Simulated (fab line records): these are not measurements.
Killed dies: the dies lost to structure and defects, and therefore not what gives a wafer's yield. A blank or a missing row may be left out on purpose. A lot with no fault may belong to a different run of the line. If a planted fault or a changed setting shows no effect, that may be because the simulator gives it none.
A lot that was struck, set against a sound lot | flow nand harc | 13 out of 1159 route steps
Sound: these wafers, L197.2, L197.5, L197.6. Wafers L202.1, L202.3, L202.4 were the ones struck. Last of all comes the cause.
Each step with rows lists, per side, the tool, then ch with its chambers, then its first start. Under that, the readings that differ: sound wafers | struck wafers | difference of the means | sigmas: that difference in standard deviations of wafers without a fault.
alike: readings with means less than 2 such deviations apart, plus words and numbers identical on both sides. not compared: withheld readings, readings lacking a value on some wafer, bounds such as >300 that could conceal the same value, and numbers that have no deviation in the record and whose values overlap.
The two part at a step that has a row with sigmas, a row that says differs or no value, or rows on one side only. When numbers do not overlap yet have no deviation, they are printed without sigmas and do not part them. A reading that every wafer of one side lacks parts them only if that side has two wafers or more.

NHARC_P_ZERO_WELL_DESCUM_39: chemistry O2, time 3 s.
  sound on rie diel-11 ch 1,2, day 1 22:24; struck on rie diel-11 ch 0,1,2, day 3 04:26
  alike: drypump motor current A, oes product au, rf vpp V, showerhead plenum p Torr, throttle valve pct
  not compared: rf hours counter h
then, 11 steps without rows for these wafers: NHARC_P_ZERO_WELL_IMPLANT_40; NHARC_P_ZERO_WELL_IMPLANT_59; NHARC_P_ZERO_WELL_IMPLANT_60; NHARC_P_ZERO_WELL_STRIP_41 (strips in SPM, time 840 s); NHARC_P_ZERO_WELL_DEHYDRATE_44 (time 120 s); NHARC_P_ZERO_WELL_HMDS_45 (time 30 s); NHARC_P_ZERO_WELL_COAT_46; NHARC_P_ZERO_WELL_SOFTBAKE_47 (time 95 s); NHARC_P_ZERO_WELL_EBR_48; NHARC_P_ZERO_WELL_EXPOSE_49 (exposes mask P HVPW, target cd 2000 nm); NHARC_P_ZERO_WELL_PEB_50 (peb time 85 s).
NHARC_P_ZERO_WELL_DEVELOP_51: time 70 s.
  sound on litho track-07 ch 0, day 1 23:00; struck on litho track-05, day 3 05:00
  no value came back on the struck wafers for chill plate temp C (C), exhaust pa (Pa); on the sound wafers chill plate temp C (C) reads 23.00 23.05 22.94

## WHERE THEY PART
Within this record, at NHARC_P_ZERO_WELL_DEVELOP_51 only.

WHY: the cause the simulator had injected
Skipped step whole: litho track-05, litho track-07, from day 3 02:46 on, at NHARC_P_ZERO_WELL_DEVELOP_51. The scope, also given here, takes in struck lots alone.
